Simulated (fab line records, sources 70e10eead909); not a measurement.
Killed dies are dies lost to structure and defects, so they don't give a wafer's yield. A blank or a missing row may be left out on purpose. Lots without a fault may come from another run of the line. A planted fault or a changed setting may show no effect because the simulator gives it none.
fab line records | flow nand_harc
record lots=4 wafers=12 last_day=31
route steps=1302 shown A_ONON_D2@549 A_CHANNEL_HOLE_D2@570 END@1302
lots that met no fault: from a run of the same line without faults
start_h: hours from the record's first day to the start of the lot's first wafer shown | wait_h: hours since the lot's step before | " the same as in the row above | L1.1+2: a row that stands for several wafers | - no value, or no start given | * or withheld: withheld | < > ~ a bound
route shown NAME@n: a module of which the file shows steps, and the number in the route of the first | usual: mean/standard deviation of fault-free wafers | same: alike in all rows | chamber/n: place in a boat | sites: the reading at each site | _std_site: their standard deviation | _edge_site: outer sites' mean less inner sites' | radius_mm: how far each site lies from the wafer's centre | mask NAME#n: copy n | behind: the tool/chamber that last shaped the wafer | hold: why the lot was held/for how many hours/how that ended | device: the transistor (n, p or np) that didn't switch | end of line: the same wafers' tests at the end of the route | a step without rows: its recipe alone | killed: dies lost to structure and defects at the first sort, not the wafer's yield | map: a wafer's dies, x killed, . not, _ none there
set.NAME: the setting as run; set.NAME@STEP: as run at that earlier step | model.NAME: the simulator's own value behind a step, which no gauge read
lots at some steps of the route; a table a step, a row a wafer
services: from which hour (start_h, from the record's first day; less than 0 if before it) a tool's chamber was out of use, for how many hours, and why
## steps
# step NHARC_A_ONON_D2_DEP_06
# recipe target_thk_a=10000 n2_flow_sccm=2750 n2o_flow_sccm=2000 nh3_flow_sccm=500 sih4_flow_sccm=210 temp_c=400
# step NHARC_A_ONON_D2_DEP_09
# recipe target_thk_a=10000 n2_flow_sccm=2750 n2o_flow_sccm=2000 nh3_flow_sccm=500 sih4_flow_sccm=210 temp_c=400
# step NHARC_A_ONON_D2_DEP_12
# recipe target_thk_a=10000 n2_flow_sccm=2750 n2o_flow_sccm=2000 nh3_flow_sccm=500 sih4_flow_sccm=210 temp_c=400
# step NHARC_A_ONON_D2_ANNEAL_15
# recipe temp_c=750 time_s=3600
# step NHARC_A_ONON_D2_DEP_16
# recipe target_thk_a=10000 n2_flow_sccm=2750 n2o_flow_sccm=2000 nh3_flow_sccm=500 sih4_flow_sccm=210 temp_c=400
# step NHARC_A_ONON_D2_DEP_19
# recipe target_thk_a=10000 n2_flow_sccm=2750 n2o_flow_sccm=2000 nh3_flow_sccm=500 sih4_flow_sccm=210 temp_c=400
# step NHARC_A_ONON_D2_DEP_22
# recipe target_thk_a=10000 n2_flow_sccm=2750 n2o_flow_sccm=2000 nh3_flow_sccm=500 sih4_flow_sccm=210 temp_c=400
# usual n2_flow_sccm=2749/8.1 sih4_flow_sccm=210.0/0.61 susceptor_temp_C=400.07/0.2
# columns lot.wafer tool chamber start_h wait_h n2_flow_sccm sih4_flow_sccm susceptor_temp_C
L698.2 pecvd_onon-04 0 300.67 0.1 2737 210.1 400.35
L698.3 " 0 " " 2749 208.8 400.02
L698.6 " 0 " " 2744 209.2 399.96
L704.1 pecvd_onon-02 0 379.66 0.1 2763 210.6 399.83
L704.5 " 0 " " 2757 210.3 400.07
L704.6 " 0 " " 2766 209.2 399.99
L712.2 pecvd_onon-04 0 445.57 0.1 2758 209.5 400.25
L712.3 " 0 " " 2758 209.6 399.96
L712.6 " 0 " " 2755 209.4 400.20
L714.1 pecvd_onon-04 0 470.32 0.1 2741 210.1 400.02
L714.2 " 0 " " 2757 209.4 400.02
L714.3 " 0 " " 2757 209.8 399.97
# step NHARC_A_ONON_D2_DEP_25
# recipe target_thk_a=10000 n2_flow_sccm=2750 n2o_flow_sccm=2000 nh3_flow_sccm=500 sih4_flow_sccm=210 temp_c=400
# step NHARC_A_ONON_D2_DEP_28
# recipe target_thk_a=10000 n2_flow_sccm=2750 n2o_flow_sccm=2000 nh3_flow_sccm=500 sih4_flow_sccm=210 temp_c=400
# step NHARC_A_ONON_D2_DEP_33
# recipe target_thk_a=2000 temp_c=400 pressure_torr=6.5 rf_w=900 teos_flow_sccm=161.4 flow_sccm=2650 target_thk_nm=200 gas=O2 material=SiO2
# step NHARC_A_CHANNEL_HOLE_D2_DEP_00
# recipe target_thk_a=31000 temp_c=400 material=aC
# step NHARC_A_CHANNEL_HOLE_D2_DEP_01
# recipe target_thk_a=1400 target_thk_nm=140 temp_c=400 pressure_torr=3.5 flow_sccm=200 rf_w=350 material=SiON
# step NHARC_A_CHANNEL_HOLE_D2_DEHYDRATE_02
# recipe temp_c=150 time_s=120
# step NHARC_A_CHANNEL_HOLE_D2_HMDS_03
# recipe time_s=30
# step NHARC_A_CHANNEL_HOLE_D2_COAT_36
# recipe temp_c=260 time_s=75
# step NHARC_A_CHANNEL_HOLE_D2_COAT_37
# recipe temp_c=225 time_s=65
# step NHARC_A_CHANNEL_HOLE_D2_COAT_04
# recipe spin_rpm=1500 resist_thk_nm=90
# step NHARC_A_CHANNEL_HOLE_D2_SOFTBAKE_05
# recipe temp_c=105 time_s=55
# step NHARC_A_CHANNEL_HOLE_D2_EBR_06
# step NHARC_A_CHANNEL_HOLE_D2_EXPOSE_07
# recipe na=1.35 target_cd_nm=100 sigma_outer=0.3 dose_mj=59.65 mask_id=HOLE_D2
# step NHARC_A_CHANNEL_HOLE_D2_PEB_08
# recipe peb_temp_c=100 peb_time_s=65
# step NHARC_A_CHANNEL_HOLE_D2_DEVELOP_09
# recipe develop_time_s=35 dev_temp_c=23
# step NHARC_A_CHANNEL_HOLE_D2_DESCUM_15
# recipe time_s=3 o2_flow_sccm=200 ar_flow_sccm=0 bias_power_w=0 chemistry=O2
# step NHARC_A_CHANNEL_HOLE_D2_ETCH_38
# recipe target_depth_a=390 over_etch_frac=0.3 time_s=65 ion_energy_ev=80 cf4_flow_sccm=150 ar_flow_sccm=0 rf_w=300 bias_w=100 chemistry=CF4
# step NHARC_A_CHANNEL_HOLE_D2_ETCH_39
# recipe target_depth_a=2600 over_etch_frac=0.3 time_s=325 ion_energy_ev=200 n2_flow_sccm=150 h2_flow_sccm=150 ar_flow_sccm=0 rf_w=400 bias_w=150 chemistry=N2/H2
# step NHARC_A_CHANNEL_HOLE_D2_ETCH_34
# recipe target_depth_a=1540 time_s=77 cf4_flow_sccm=100 chf3_flow_sccm=30 ar_flow_sccm=0 rf_w=500 bias_w=200 chemistry=CF4/CHF3
# step NHARC_A_CHANNEL_HOLE_D2_ETCH_16
# recipe target_depth_a=31000 over_etch_frac=0.3 time_s=806 ion_energy_ev=150 o2_flow_sccm=400 cos_flow_sccm=20 ar_flow_sccm=0 rf_w=500 bias_w=300 chemistry=O2/COS
# step NHARC_END_SORT_01
# recipe temp_c=25
# usual killed_at_array=50/14 killed_at_other=0.9/1 killed_at_periphery=3.9/2.5 killed_dies=55/15 killed_open=3.5/1.9 killed_short=2.5/1.7
# same gross_dies=677
# columns lot.wafer tool chamber start_h wait_h killed_at_array killed_at_other killed_at_periphery killed_dies killed_open killed_short
L698.2 prober-01 0 583.97 2.8 57 4 5 66 4 2
L698.3 prober-01 0 584.76 3.1 54 0 9 63 6 1
L698.6 prober-01 0 587.15 4.0 58 0 3 61 4 3
L704.1 prober-01 0 671.56 2.5 43 1 2 46 2 3
L704.5 prober-01 0 674.72 3.7 52 0 2 54 3 1
L704.6 prober-01 0 675.52 4.0 65 1 3 69 2 6
L712.2 prober-01 0 719.44 2.8 157 2 6 165 6 3
L712.3 prober-01 0 720.24 3.1 146 2 11 159 7 3
L712.6 prober-01 0 722.63 4.0 171 4 3 178 4 4
L714.1 prober-02 0 736.70 2.5 123 0 5 128 3 2
L714.2 prober-02 0 737.49 2.8 124 1 3 128 2 2
L714.3 prober-02 0 738.29 3.1 119 2 4 125 4 3
# killed by level:class
L698.2 A_SLIT:chamber_film_flake=26 A_CHANNEL_HOLE_D2:chamber_film_flake=15 A_CHANNEL_HOLE_D1:chamber_film_flake=4 A_WL_FILL:chamber_film_flake=4 A_DECK1_JOINT:chamber_film_flake=3 THIN_TSV:chamber_film_flake=3 P_M0:geometric_particle:open=2 P_GATE:chamber_film_flake=2
L698.3 A_SLIT:chamber_film_flake=22 A_CHANNEL_HOLE_D2:chamber_film_flake=18 A_WL_FILL:chamber_film_flake=6 P_M0:geometric_particle:open=3 P_GATE:chamber_film_flake=3 P_CONTACT:geometric_particle:open=2 A_CHANNEL_HOLE_D1:chamber_film_flake=2 A_DECK1_JOINT:chamber_film_flake=2
L698.6 A_SLIT:chamber_film_flake=24 A_CHANNEL_HOLE_D2:chamber_film_flake=19 A_STAIRCASE:chamber_film_flake=4 A_CHANNEL_FILL_D2:geometric_particle:open=2 A_CONTACT:chamber_film_flake=2 P_M0:geometric_particle:open=1 P_M1:geometric_particle:short=1 A_ONON_D1:geometric_particle:short=1
L704.1 A_SLIT:chamber_film_flake=24 A_CHANNEL_HOLE_D2:chamber_film_flake=6 A_DECK1_JOINT:chamber_film_flake=3 A_CHANNEL_HOLE_D1:chamber_film_flake=2 A_DECK1_JOINT:geometric_particle:short=1 A_ONON_D2:geometric_particle:short=1 A_WL_FILL:geometric_particle:open=1 A_WL_FILL:geometric_particle:short=1
L704.5 A_SLIT:chamber_film_flake=24 A_CHANNEL_HOLE_D2:chamber_film_flake=15 A_CONTACT:chamber_film_flake=5 A_CHANNEL_HOLE_D1:chamber_film_flake=3 P_CONTACT:geometric_particle:open=1 A_CHANNEL_FILL_D1:geometric_particle:open=1 A_WL_FILL:geometric_particle:short=1 A_M1:geometric_particle:open=1
L704.6 A_SLIT:chamber_film_flake=34 A_CHANNEL_HOLE_D2:chamber_film_flake=17 A_CHANNEL_HOLE_D1:chamber_film_flake=3 A_CONTACT:chamber_film_flake=3 P_M0:geometric_particle:short=2 A_CHANNEL_HOLE_D1:geometric_particle:short=1 A_DECK1_JOINT:geometric_particle:short=1 A_WL_FILL:geometric_particle:short=1
L712.2 A_ONON_D2:unspecified=106 A_SLIT:chamber_film_flake=18 A_CHANNEL_HOLE_D2:chamber_film_flake=13 A_CHANNEL_HOLE_D1:chamber_film_flake=5 P_STI:chamber_film_flake=3 A_ONON_D1:geometric_particle:open=2 A_CHANNEL_FILL_D2:chamber_film_flake=2 A_CONTACT:chamber_film_flake=2
L712.3 A_ONON_D2:unspecified=94 A_CHANNEL_HOLE_D2:chamber_film_flake=19 A_SLIT:chamber_film_flake=10 P_ZERO_WELL:chamber_film_flake=4 A_STAIRCASE:chamber_film_flake=4 A_ONON_D1:geometric_particle:open=3 A_WL_FILL:chamber_film_flake=3 P_CONTACT:geometric_particle:open=2
L712.6 A_ONON_D2:unspecified=108 A_SLIT:chamber_film_flake=26 A_CHANNEL_HOLE_D2:chamber_film_flake=12 A_CHANNEL_HOLE_D1:chamber_film_flake=7 A_BONDPAD:chamber_film_flake=4 THIN_TSV:chamber_film_flake=4 A_STAIRCASE:chamber_film_flake=3 A_CONTACT:chamber_film_flake=3
L714.1 A_ONON_D2:unspecified=104 A_CHANNEL_HOLE_D1:chamber_film_flake=9 P_CONTACT:chamber_film_flake=4 A_WL_FILL:chamber_film_flake=3 A_CHANNEL_HOLE_D2:geometric_particle:short=2 A_ONON_D2:geometric_particle:open=1 A_CHANNEL_FILL_D2:geometric_particle:open=1 A_BONDPAD:geometric_particle:open=1
L714.2 A_ONON_D2:unspecified=99 A_CHANNEL_HOLE_D1:chamber_film_flake=11 A_STAIRCASE:chamber_film_flake=5 A_SLIT:chamber_film_flake=3 A_SOURCE_PLATE:geometric_particle:short=1 A_DECK1_JOINT:geometric_particle:short=1 A_CHANNEL_HOLE_D2:geometric_particle:open=1 A_CONTACT:geometric_particle:open=1
L714.3 A_ONON_D2:unspecified=99 A_CHANNEL_HOLE_D1:chamber_film_flake=9 A_STAIRCASE:chamber_film_flake=3 A_CONTACT:geometric_particle:open=2 P_GATE:chamber_film_flake=2 A_WL_FILL:chamber_film_flake=2 THIN_TSV:chamber_film_flake=2 P_CONTACT:geometric_particle:open=1
# map L712.6 (x killed, . not)
____________.____________
_________......._________
_______x.x........_______
______xxxxx...x....______
_____xxxxx..x......._____
____xxxxxx.x.........____
____xxxxxxxx.........____
___.xxxxxxx......x....___
___.x.x.xx............___
__..xxxxx..............__
__.x..x..............x.__
_.x....x................_
_.......x..............._
_xxx.................x.._
_..xx..................._
_......................._
x........................
.x.x........x...x...x..x.
................x.xx.....
...x..........x.xxxx.x...
...............xxxxxx....
_...x........xxxxxxxxx.._
_........x....xxxxxxxxx._
_............xxxxxxxxxx._
_............xxxxxxxxxx._
_........x...xxxxxxxxxx._
__............xxxxxxxxx__
__.x.........xxxxxxxxx.__
___...........xxxxxxxx___
___...........xxxxxxx.___
____...........xxxxxx____
____...........xxx..x____
_____...........x..._____
______...x.........______
_______..........._______
_________......._________
____________.____________
# map L714.1 (x killed, . not)
____________.____________
_________......._________
_______..........._______
______.............______
_____..............._____
____.................____
____.................____
___.......x...........___
___...................___
__x....................__
__.....................__
_xxx...................._
_.........x............._
_......................._
_......................._
_.x....................._
.........................
............x..x.x...x...
..............x.x.xx...x.
...............xxxxxx....
...............xxxxxxx...
_...x.........xxxxxxxxx._
_............x.xxxxxxx.._
_.............xxxxxxxxx._
_.............xxxxxxxxx._
_.............xxxxxxxxx._
__...........xxxxxxxxx.__
__x....x...x..xxxxxxxx.__
___........x.xxxxxxxxx___
___.........xxxxxxxxxx___
____.........x..xxxxx____
____...........x.xx.x____
_____...........xxx._____
______.............______
_______.........x._______
_________......._________
____________.____________
## services
# columns tool chamber start_h hours kind
pecvd_onon-04 - 311.30 13.0 pm
pecvd_onon-02 - 366.00 13.0 pm
## key
first_sign step=NHARC_END_SORT_01 reading=killed_at_array direction=up sigmas=6.4 usual=50 struck=140
effect step=NHARC_END_SORT_01 reading=killed_dies direction=up sigmas=6.3 usual=55 struck=147
more_kills_born_at NHARC_A_ONON_D2_DEP_22@pecvd_onon-04=610
met_at NHARC_A_ONON_D2_DEP_22
struck_wafers L712.2,L712.3,L712.6,L714.1,L714.2,L714.3
tester_left_out L712,L714
onset_between 300.67 445.57
also_fits time
fault kind=chamber_particle_source tool=pecvd_onon-04 chamber=- onset_h=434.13 steps=NHARC_A_ONON_D2_DEP_22 rate_per_visit_cm2=2.0775 end_h=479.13
# tester_left_out: of these lots the tester's yield and bins aren't shown, on N5 and GAA mostly nor the transistor test; their killed dies are dies lost to structure and defects alone, not to doping, threshold or leakage, so they don't give the yield
